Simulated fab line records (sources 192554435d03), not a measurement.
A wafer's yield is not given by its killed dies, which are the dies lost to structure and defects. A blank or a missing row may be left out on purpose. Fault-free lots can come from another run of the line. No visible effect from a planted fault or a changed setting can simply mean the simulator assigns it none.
fab line records	flow n5Finfet
record: lots: 11	wafers: 33	lastDay: 18
route steps=1938 shown BEOL_M2@881 MIM_TOP@1837 TV_LITHO@1883 PASSIVATION@1906
lots that met no fault: from a run of the same line without faults
startH: hours from the record's first day to the start of the lot's first wafer shown	waitH: hours elapsed since this lot's preceding step	" same as the row above	L1.1+2: one row covering several wafers at once	- either no value or no given start	* or withheld: withheld	< > ~ a bound
route shown NAME@n: NAME is a module with steps in the file, n the number in the route of the first one	usual: average and standard deviation across the fault-free wafers	same: alike in all rows	chamber/n: place in a boat	sites: per-site readings	_std_site: the values' standard deviation	_edge_site: outer sites' mean less inner sites'	radiusMm: for every site, how far away it sits from the centre of the wafer	mask NAME#n: copy n	behind: tool/chamber where the wafer was last shaped	hold: reason for holding the lot/hours on hold/outcome of the hold	device: whichever transistor did not switch (one of n, p or np)	end of line: the route-end tests of the same wafers	a step given without rows: its recipe and nothing more	killed: the dies lost at the first sort to structure and to defects; this is not the yield of the wafer	map: a wafer's dies, x killed, . not, _ none there
set.NAME: the setting as run; set.NAME@STEP: as run at that earlier step	model.NAME: the simulator's own value behind a step, which no gauge read
route steps across a sampled set of lots; one table per step, one row per wafer
services: a tool's chamber out of use, with start hour (startH, from the record's first day; less than 0 if before it), hours out, and reason
== steps ==
step: N5_BEOL_M2_ETCH_69
recipe: chemistry: CF4	target: SiARC	targetDepthA: 156	maskMaterial: CAR-EUV	timeS: 26	ionEnergyEv: 80	pressureMtorr: 40	sourceW: 545	biasW: 36	Ar_flow_sccm: 100	cf4FlowSccm: 100	ends: cleared
usual: drypumpMotorCurrentA: 5.6/0.43	etchRfOnTimeS: 26.1/0.44	oesProductAu: 0.69/0.068	rfVppV: 184.0/1.1	showerheadPlenumPTorr: 2.15/0.064	throttleValvePct: 15.50/0.19
lot.wafer	tool	chamber	startH	waitH	drypumpMotorCurrentA	etchRfOnTimeS	oesProductAu	rfHoursCounterH	rfVppV	showerheadPlenumPTorr	throttleValvePct
L873.3	rieDiel-04	0	145.07	0.0	5.9	26.5	0.65	159	183.6	2.14	15.49
L873.4	"	2	"	"	5.7	25.0	0.66	-	185.3	2.23	15.76
L873.5	"	0	"	"	5.9	26.3	0.65	-	183.8	2.14	15.49
L879.2	rieDiel-04	1	171.50	0.0	5.4	26.1	0.82	4	183.5	2.09	15.01
L879.4	"	3	"	"	5.0	25.5	0.78	35	185.3	2.26	15.22
L879.5	"	1	"	"	5.3	26.2	0.81	-	183.3	2.09	15.00
L878.1	rieDiel-04	1	182.57	0.0	5.4	26.0	0.80	7	182.2	2.09	15.02
L878.2	"	0	"	"	5.9	26.2	0.64	174	185.3	2.13	15.51
L878.4	"	3	"	"	5.0	25.7	0.76	38	185.6	2.26	15.26
L882.3	rieDiel-04	0	195.62	0.0	5.9	26.2	0.64	178	184.0	2.13	15.52
L882.5	"	1	"	"	5.4	26.5	0.78	-	184.0	2.09	15.03
L882.6	"	0	"	"	5.9	26.4	0.63	-	184.3	2.13	15.53
L885.1	rieDiel-02	0	222.26	0.0	5.4	26.1	0.66	129	184.2	2.16	15.46
L885.3	"	3	"	"	5.5	26.1	0.74	56	185.2	2.10	15.66
L885.4	"	2	"	"	6.6	26.3	0.62	169	182.1	2.05	15.53
L886.1	rieDiel-05	0	225.40	0.0	5.6	26.3	0.71	66	184.5	2.25	15.52
L886.4	"	2	"	"	5.8	26.1	0.59	212	186.2	2.20	15.35
L886.5	"	1	"	"	5.4	25.3	0.81	-	183.8	2.11	15.47
L887.3	rieDiel-02	1	231.17	0.0	5.4	25.9	0.75	21	184.4	2.19	15.58
L887.5	"	1	"	"	5.4	26.0	0.75	-	184.9	2.19	15.58
L887.6	"	2	"	"	6.6	26.3	0.63	-	183.8	2.05	15.52
L889.2	rieDiel-05	1	243.16	0.0	5.4	25.6	0.79	18	182.8	2.11	15.47
L889.3	"	3	"	"	5.7	26.8	0.59	228	184.0	2.12	15.61
L889.6	"	1	"	"	5.4	25.5	0.79	-	184.9	2.11	15.46
L891.1	rieDiel-02	3	246.08	0.0	5.5	26.5	0.71	65	182.7	2.10	15.68
L891.2	"	0	"	"	5.4	26.3	0.66	137	184.8	2.15	15.47
L891.4	"	1	"	"	5.4	26.2	0.74	26	183.9	2.19	15.59
L893.2	rieDiel-05	3	257.26	0.0	5.7	27.0	0.58	234	184.4	2.12	15.62
L893.3	"	1	"	"	5.4	25.0	0.78	24	181.9	2.10	15.48
L893.4	"	2	"	"	5.8	25.9	0.58	224	185.6	2.20	15.36
L894.3	rieDiel-04	3	272.73	0.0	4.9	25.9	0.73	71	185.8	2.25	15.32
L894.5	"	0	"	"	5.9	26.6	0.61	-	183.0	2.12	15.60
L894.6	"	3	"	"	5.0	26.0	0.72	-	184.5	2.25	15.30
step: N5_MIM_TOP_DEGAS_04
recipe: ambient: vacuum	tempC: 300	timeS: 60
usual: heaterPowerW: 466/35
lot.wafer	tool	chamber	startH	waitH	heaterPowerW
L873.3	pvdSputter-02	-	276.57	-	423
L873.4	"	-	"	"	490
L873.5	"	-	"	"	437
L879.2	pvdSputter-01	-	310.39	-	441
L879.4	"	-	"	"	490
L879.5	"	-	"	"	472
L878.1	pvdSputter-03	-	312.95	-	432
L878.2	"	-	"	"	545
L878.4	"	-	"	"	483
L882.3	pvdSputter-02	-	320.26	-	470
L882.5	"	-	"	"	458
L882.6	"	-	"	"	424
L885.1	pvdSputter-01	-	344.69	-	437
L885.3	"	-	"	"	472
L885.4	"	-	"	"	503
L886.1	pvdSputter-02	-	348.13	-	425
L886.4	"	-	"	"	459
L886.5	"	-	"	"	470
L889.2	pvdSputter-01	-	357.26	-	465
L889.3	"	-	"	"	464
L889.6	"	-	"	"	496
L887.3	pvdSputter-03	-	358.55	-	540
L887.5	"	-	"	"	477
L887.6	"	-	"	"	546
L891.1	pvdSputter-02	-	381.32	-	419
L891.2	"	-	"	"	441
L891.4	"	-	"	"	495
L893.2	pvdSputter-03	-	384.63	-	475
L893.3	"	-	"	"	457
L893.4	"	-	"	"	549
L894.3	pvdSputter-01	-	409.62	-	441
L894.5	"	-	"	"	482
L894.6	"	-	"	"	455
step: N5_PASSIVATION_CD_MEAS_10
recipe: targetCdNm: 3000	landingEnergyEv: 500	detector: seInlens
usual: cdNm: 2999.5/2.5
lot.wafer	tool	chamber	startH	waitH	cdNm
L873.3	cdSem-01	0	281.53	-	2997.7
L873.4	"	0	"	"	2997.2
L873.5	"	0	"	"	2997.4
L879.2	cdSem-01	0	313.20	-	2996.7
L879.4	"	0	"	"	2995.0
L879.5	"	0	"	"	2995.6
L878.1	cdSem-02	0	315.63	-	2996.4
L878.2	"	0	"	"	2995.8
L878.4	"	0	"	"	2997.7
L882.3	cdSem-01	0	325.41	-	2998.8
L882.5	"	0	"	"	3000.7
L882.6	"	0	"	"	3001.1
L885.1	cdSem-01	0	348.38	-	2996.4
L885.3	"	0	"	"	2996.3
L885.4	"	0	"	"	2994.7
L886.1	cdSem-01	0	352.15	-	2997.3
L886.4	"	0	"	"	2997.2
L886.5	"	0	"	"	2997.8
L889.2	cdSem-02	0	361.38	-	3001.1
L889.3	"	0	"	"	3002.1
L889.6	"	0	"	"	2999.2
L887.3	cdSem-02	0	361.68	-	3001.4
L887.5	"	0	"	"	2998.8
L887.6	"	0	"	"	3001.8
L891.1	cdSem-02	0	384.72	-	3000.1
L891.2	"	0	"	"	3001.1
L891.4	"	0	"	"	3001.9
L893.2	cdSem-02	0	387.24	-	3003.1
L893.3	"	0	"	"	3000.7
L893.4	"	0	"	"	3001.8
L894.3	cdSem-01	0	414.05	-	2999.9
L894.5	"	0	"	"	3001.8
L894.6	"	0	"	"	2998.4
step: N5_PASSIVATION_OVL_MEAS_63
recipe: pointsPerWafer: 44
usual: PAD_OVL: 0/6.8
lot.wafer	tool	chamber	startH	waitH	PAD_OVL[nm]
L873.3	overlay-01	0	284.66	0.0	5
L873.4	"	0	"	"	-4
L873.5	"	0	"	"	4
L879.2	overlay-02	0	315.16	0.0	0
L879.4	"	0	"	"	0
L879.5	"	0	"	"	1
L878.1	overlay-02	0	317.98	0.0	2
L878.2	"	0	"	"	3
L878.4	"	0	"	"	7
L882.3	overlay-02	0	327.71	0.0	-4
L882.5	"	0	"	"	-2
L882.6	"	0	"	"	-6
L885.1	overlay-02	0	350.11	0.0	-1
L885.3	"	0	"	"	0
L885.4	"	0	"	"	2
L886.1	overlay-01	0	353.98	0.0	-8
L886.4	"	0	"	"	0
L886.5	"	0	"	"	0
L889.2	overlay-02	0	362.91	0.0	-1
L889.3	"	0	"	"	1
L889.6	"	0	"	"	-8
L887.3	overlay-01	0	363.61	0.0	3
L887.5	"	0	"	"	-2
L887.6	"	0	"	"	6
L891.1	overlay-02	0	386.74	0.0	-7
L891.2	"	0	"	"	-9
L891.4	"	0	"	"	-9
L893.2	overlay-01	0	388.62	0.0	-4
L893.3	"	0	"	"	-1
L893.4	"	0	"	"	-12
L894.3	overlay-02	0	416.26	0.0	1
L894.5	"	0	"	"	6
L894.6	"	0	"	"	11
step: N5_PASSIVATION_PROBE_49
usual: defectLimitedYield: 91.0/1.5	killed_at_M0_to_M3: 34/9.1	killed_at_M4_up: 14/5.7	killedAtContacts: 13/5.7	killedAtFrontEnd: 42/12	killedAtOther: 4/3.4	killedDies: 106/17	killedOpen: 70/13	killedShort: 34/7.5	sort_bin_5_function: 5.2/0.94	sort_bin_6_memory: 3.4/0.69	sortNPass: 1074/17	sortYieldPct: 91.0/1.5
same: grossDies: 1180	killedAtBackSide: 0	sort_bin_4_leakage[%]: 0	sort_bin_8_speed[%]: 0
lot.wafer	tool	chamber	startH	waitH	defectLimitedYield[%]	killed_at_M0_to_M3	killed_at_M4_up	killedAtContacts	killedAtFrontEnd	killedAtOther	killedDies	killedOpen	killedShort	sort_bin_5_function[%]	sort_bin_6_memory[%]	sortNPass	sortYieldPct[%]
L873.3	prober-02	-	289.66	0.1	90.3	39	6	9	56	4	114	81	33	6.6	2.9	1066	90.3
L873.4	prober-02	-	289.71	0.2	91.3	24	18	12	49	0	103	62	35	5.7	2.7	1077	91.3
L873.5	prober-02	-	289.76	0.2	93.3	27	7	12	32	1	79	51	27	3.9	2.7	1101	93.3
L878.1	prober-01	-	322.89	0.0	91.4	31	19	5	39	7	101	71	28	5.1	3.2	1079	91.4
L878.2	prober-01	-	322.94	0.1	81.4	153	9	7	44	6	219	49	34	11.9	4.3	961	81.4
L878.4	prober-01	-	323.04	0.2	91.8	31	6	11	46	3	97	59	36	5.1	2.7	1083	91.8
L882.3	prober-02	-	333.64	0.1	81.6	150	24	6	20	17	217	50	35	12.0	3.6	963	81.6
L882.5	prober-02	-	333.74	0.2	90.0	21	32	15	42	8	118	76	38	5.3	3.6	1062	90.0
L882.6	prober-02	-	333.79	0.3	79.8	153	22	12	45	6	238	64	46	12.0	5.3	942	79.8
L889.2	prober-01	-	368.43	0.1	92.9	28	12	16	28	0	84	54	27	4.7	2.4	1096	92.9
L889.3	prober-01	-	368.48	0.1	89.5	29	16	19	55	5	124	80	44	5.7	4.3	1056	89.5
L889.6	prober-01	-	368.63	0.3	90.0	32	12	10	60	4	118	74	39	5.5	3.9	1062	90.0
L887.3	prober-02	-	368.70	0.1	89.0	32	16	8	74	0	130	81	45	5.9	4.3	1050	89.0
L887.5	prober-02	-	368.80	0.2	89.5	23	21	23	55	2	124	90	34	5.9	3.9	1056	89.5
killed by level:class
L873.3 STI_FIN_REVEAL:geometricParticle:open=25 BEOL_M2:geometricParticle:open=14 MOL_CONTACT_COAG:geometricParticle:open=8 FIN_SAQP:geometricParticle:open=7 BEOL_M0_SAQP:geometricParticle:open=7 BEOL_M1:geometricParticle:open=6 BEOL_M0_SAQP:geometricParticle:short=6 STARTING-WAFER:geometricParticle:short=5
L873.4 FIN_SAQP:geometricParticle:short=12 BEOL_M4:geometricParticle:open=11 MOL_CONTACT_COAG:geometricParticle:open=10 STI_FIN_REVEAL:geometricParticle:open=9 BEOL_M1:geometricParticle:open=9 BEOL_M0_SAQP:geometricParticle:short=8 FIN_SAQP:geometricParticle:open=7 STI_FIN_REVEAL:geometricParticle:short=5
L873.5 STI_FIN_REVEAL:geometricParticle:open=10 MOL_CONTACT_COAG:geometricParticle:open=9 BEOL_M0_SAQP:geometricParticle:short=7 BEOL_M2:geometricParticle:open=7 FIN_SAQP:geometricParticle:short=5 DUMMY_GATE:geometricParticle:open=4 STI_FIN_REVEAL:geometricParticle:short=3 ILD0:geometricParticle:short=3
L878.1 STI_FIN_REVEAL:geometricParticle:open=10 BEOL_M2:geometricParticle:open=10 BEOL_M4:geometricParticle:open=8 GATE_CUT:geometricParticle:short=7 GATE_CUT:geometricParticle:open=6 BEOL_M0_SAQP:geometricParticle:short=6 DUMMY_GATE:geometricParticle:open=5 MOL_CONTACT_COAG:geometricParticle:open=5
L878.2 BEOL_M2:unspecified=133 FIN_SAQP:geometricParticle:short=7 BEOL_M2:geometricParticle:open=7 FIN_SAQP:geometricParticle:open=6 DUMMY_GATE:geometricParticle:open=6 GATE_CUT:geometricParticle:short=5 MOL_CONTACT_COAG:geometricParticle:open=5 BEOL_M1:geometricParticle:open=5
L878.4 FIN_SAQP:geometricParticle:open=14 GATE_CUT:geometricParticle:short=8 BEOL_M2:geometricParticle:open=8 MOL_CONTACT_COAG:geometricParticle:open=7 BEOL_M3:geometricParticle:open=7 STI_FIN_REVEAL:geometricParticle:open=6 BEOL_M0_SAQP:geometricParticle:open=6 FIN_SAQP:geometricParticle:short=5
L882.3 BEOL_M2:unspecified=132 BEOL_M4:geometricParticle:open=10 GATE_CUT:geometricParticle:short=7 MOL_CONTACT_COAG:geometricParticle:open=6 BEOL_M0_SAQP:geometricParticle:open=6 BEOL_M4:geometricParticle:short=6 BEOL_M3:geometricParticle:open=5 MIM_TOP_ETCH:geometricParticle:open=5
L882.5 BEOL_M4:geometricParticle:open=19 MOL_CONTACT_COAG:geometricParticle:open=10 STI_FIN_REVEAL:geometricParticle:open=8 BEOL_M0_SAQP:geometricParticle:open=8 FIN_SAQP:geometricParticle:short=6 BEOL_M0_SAQP:geometricParticle:short=6 GATE_CUT:geometricParticle:short=5 BEOL_M4:geometricParticle:short=5
L882.6 BEOL_M2:unspecified=127 BEOL_M4:geometricParticle:open=15 BEOL_M3:geometricParticle:open=11 FIN_SAQP:geometricParticle:short=10 MOL_CONTACT_COAG:geometricParticle:open=9 FIN_SAQP:geometricParticle:open=7 STI_FIN_REVEAL:geometricParticle:open=7 BEOL_M0_SAQP:geometricParticle:short=7
L889.2 MOL_CONTACT_COAG:geometricParticle:open=11 BEOL_M1:geometricParticle:open=8 GATE_CUT:geometricParticle:short=6 STI_FIN_REVEAL:geometricParticle:open=5 ILD0:geometricParticle:open=4 STARTING-WAFER:geometricParticle:open=4 MOL_CONTACT_COAG:geometricParticle:short=4 BEOL_M0_SAQP:geometricParticle:short=4
L889.3 MOL_CONTACT_COAG:geometricParticle:open=16 FIN_SAQP:geometricParticle:short=14 STI_FIN_REVEAL:geometricParticle:open=12 BEOL_M1:geometricParticle:open=11 BEOL_M3:geometricParticle:open=7 FIN_SAQP:geometricParticle:open=6 BEOL_M4:geometricParticle:open=6 DUMMY_GATE:geometricParticle:open=5
L889.6 FIN_SAQP:geometricParticle:short=12 STI_FIN_REVEAL:geometricParticle:open=9 FIN_SAQP:geometricParticle:open=8 BEOL_M1:geometricParticle:open=8 MOL_CONTACT_COAG:geometricParticle:open=8 BEOL_M3:geometricParticle:open=8 DUMMY_GATE:geometricParticle:open=6 GATE_CUT:geometricParticle:short=6
L887.3 FIN_SAQP:geometricParticle:open=18 STI_FIN_REVEAL:geometricParticle:open=13 DUMMY_GATE:geometricParticle:open=12 BEOL_M2:geometricParticle:open=10 FIN_SAQP:geometricParticle:short=9 BEOL_M0_SAQP:geometricParticle:short=8 STI_FIN_REVEAL:geometricParticle:short=7 MOL_CONTACT_COAG:geometricParticle:open=6
L887.5 FIN_SAQP:geometricParticle:open=26 MOL_CONTACT_COAG:geometricParticle:open=20 BEOL_M4:geometricParticle:open=11 FIN_SAQP:geometricParticle:short=7 DUMMY_GATE:geometricParticle:open=5 BEOL_M0_SAQP:geometricParticle:open=5 BEOL_M1:geometricParticle:open=5 STARTING-WAFER:geometricParticle:short=4
== services ==
tool	chamber	startH	hours	kind
rieDiel-02	2	123.38	3.3	repair
rieDiel-02	3	124.20	18.9	repair
rieDiel-05	2	127.78	5.4	repair
rieDiel-04	0	133.20	5.6	repair
rieDiel-02	1	143.12	-	clean
rieDiel-02	1	143.12	-	consumableReplace:focusRing
rieDiel-02	1	143.12	20.1	scheduledDown
rieDiel-04	1	144.24	-	clean
rieDiel-04	1	144.24	-	consumableReplace:focusRing
rieDiel-04	1	144.24	17.1	scheduledDown
rieDiel-04	1	144.24	17.1	ventCycle
rieDiel-05	3	207.52	3.0	repair
rieDiel-04	2	266.00	8.9	repair
rieDiel-02	3	307.91	13.1	repair
rieDiel-05	1	337.55	4.0	repair
pvdSputter-03	-	341.47	6.6	repair
rieDiel-05	-	352.42	0.5	repair
pvdSputter-01	-	369.52	4.6	repair
rieDiel-02	-	372.06	0.2	repair
rieDiel-04	-	389.10	14.6	pm
rieDiel-05	-	389.51	2.8	pm
pvdSputter-01	-	390.82	1.7	repair
pvdSputter-03	-	393.43	2.3	repair
rieDiel-05	2	397.25	10.5	repair
== key ==
firstSign: step: N5_PASSIVATION_PROBE_49	reading: killed_at_M0_to_M3	direction: up	sigmas: 13	usual: 34	struck: 152
effect: step: N5_PASSIVATION_PROBE_49	reading: defectLimitedYield	direction: down	sigmas: 6.9	usual: 91.0	struck: 81.0
moreKillsBornAt: N5_BEOL_M2_ETCH_69@rieDiel-04: 392
metAt N5_BEOL_M2_ETCH_69
struckLots L878,L882
struckWafers L878.2,L882.3,L882.6
notActingAt N5_MIM_TOP_DEGAS_04,N5_PASSIVATION_CD_MEAS_10,N5_PASSIVATION_OVL_MEAS_63
onsetBetween 145.07 182.57
fault: kind: chamberParticleSource	tool: rieDiel-04	chamber: 0	onsetH: 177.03	steps: N5_BEOL_M2_ETCH_69	ratePerVisitCm2: 0.9776	endH: 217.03
